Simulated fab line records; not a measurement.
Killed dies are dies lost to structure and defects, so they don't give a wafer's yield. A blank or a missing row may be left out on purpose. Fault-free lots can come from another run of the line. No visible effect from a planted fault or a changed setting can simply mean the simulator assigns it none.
Split-lot experiment | flow n5Finfet | on a route of 1938 steps: 7 lots, 21 wafers read

## SPLIT DETAILS
At N5_BEOL_M11_DEP_56 (deposits SiCN from 3MS/NH3, target thk 30 nm, time 10.5 s), the setting timeS was moved away from the recipe's 10.5 s on 9 of the 21 wafers read, by -13.4% to +12.8%. The other wafers ran this setting at the recipe's value.

Reading taken at the split's own step.

## THE READING
SiCN_of_BEOL_M11_DEP_56.thkNm (the simulator's own value, which no gauge read), in nm, at N5_BEOL_M11_DEP_56 (deposits SiCN from 3MS/NH3, target thk 30 nm, time 10.5 s). There is no usual value for it anywhere in the file. Average 30.4 nm, standard deviation 0.63 nm, over the 12 wafers here run with the recipe.

wafer  | tool, chamber at the split | timeS as run, s | against the recipe | SiCN_of_BEOL_M11_DEP_56.thkNm, nm | against lot-mates on the recipe
L075.2 | pecvd-02, 1                | 9.477           | -9.7%              | 26.6                              | no lot-mate on the recipe
L075.4 | pecvd-02, 2                | 9.477           | -9.7%              | 28.2                              | no lot-mate on the recipe
L075.6 | pecvd-02, 0                | 9.477           | -9.7%              | 28                                | no lot-mate on the recipe
L085.2 | pecvd-02, 0                | 10.5            | recipe             | 30                                | -
L085.3 | pecvd-02, 1                | 9.088           | -13.4%             | 26.2                              | -4.4
L085.5 | pecvd-02, 2                | 10.5            | recipe             | 31.2                              | -
L087.1 | pecvd-03, 2                | 10.5            | recipe             | 29.2                              | -
L087.2 | pecvd-03, 0                | 11.49           | +9.4%              | 33.2                              | +3.8
L087.3 | pecvd-03, 1                | 10.5            | recipe             | 29.6                              | -
L092.2 | pecvd-03, 2                | 10.5            | recipe             | 30                                | -
L092.5 | pecvd-03, 2,1              | 9.276           | -11.7%             | 26.8                              | -3.2
L092.6 | pecvd-03, 2,1              | 9.276           | -11.7%             | 26.8                              | -3.2
L093.1 | pecvd-02, 2                | 10.5            | recipe             | 30.8                              | -
L093.4 | pecvd-02, 0                | 10.5            | recipe             | 30.6                              | -
L093.6 | pecvd-02, 2                | 10.5            | recipe             | 31.4                              | -
L097.1 | pecvd-02, 2                | 11.84           | +12.8%             | 34.6                              | +4.8
L097.2 | pecvd-02, 0                | 10.5            | recipe             | 29.8                              | -
L097.4 | pecvd-02, 0                | 11.84           | +12.8%             | 34.8                              | +5.0
L094.2 | pecvd-02, 2                | 10.5            | recipe             | 30.8                              | -
L094.4 | pecvd-02, 1                | 10.5            | recipe             | 30.4                              | -
L094.6 | pecvd-02, 0                | 10.5            | recipe             | 30.6                              | -
The file does not say which wafer passed through which chamber wherever a row lists several chambers: such a row stands for several wafers.

FIT RESULTS
A straight line over all 21 wafers: SiCN_of_BEOL_M11_DEP_56.thkNm changes by +0.312 nm for each +1% of timeS; r = +0.97; the points scatter about the line by 0.59 nm.
The same after taking each lot's own level away (the mean of its wafers on the recipe; 18 wafers): +0.34 nm for each +1%; r = +0.99; scatter 0.42 nm.
Per that fit: largest timeS move, reading shift of 4.6 nm.
Across the lots, their own levels run from 29.40 to 30.93 nm, a range of 2.4 times the standard deviation given above.
Hence the lot-to-lot level has little effect on the slope; both slopes agree.
Check: for one of the wafers moved furthest among these (-13.4%), held out of the fit, the line's prediction against its lot-mates is -4.38 nm. It came out at -4.4 nm against them.

## OTHER SPLITS ON THESE WAFERS
These wafers also went through other splits before the reading. Each is held against what the fit with the lots' levels taken away leaves over:
other split on the same wafers   | wafers away from the commonest value | r with SiCN_of_BEOL_M11_DEP_56.thkNm (lot level and that fit taken away)
N5_BEOL_M8_TRENCH_ETCH_37 timeS  | 6                                    | +0.32
N5_BEOL_M9_EXPOSE_25 doseMj      | 8                                    | -0.02
N5_BEOL_M10_COAT_60 spinRpm      | 7                                    | -0.11
N5_BEOL_M10_EXPOSE_08 doseMj     | 10                                   | +0.05
N5_BEOL_M10_TRENCH_ETCH_37 biasW | 8                                    | +0.03
N5_BEOL_M10_ETCH_41 sourceW      | 8                                    | +0.07

## THE FILE'S OWN FIT
SiCN_of_BEOL_M11_DEP_56.thkNm changes by +0.343 nm for each +1% of timeS, r = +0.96.
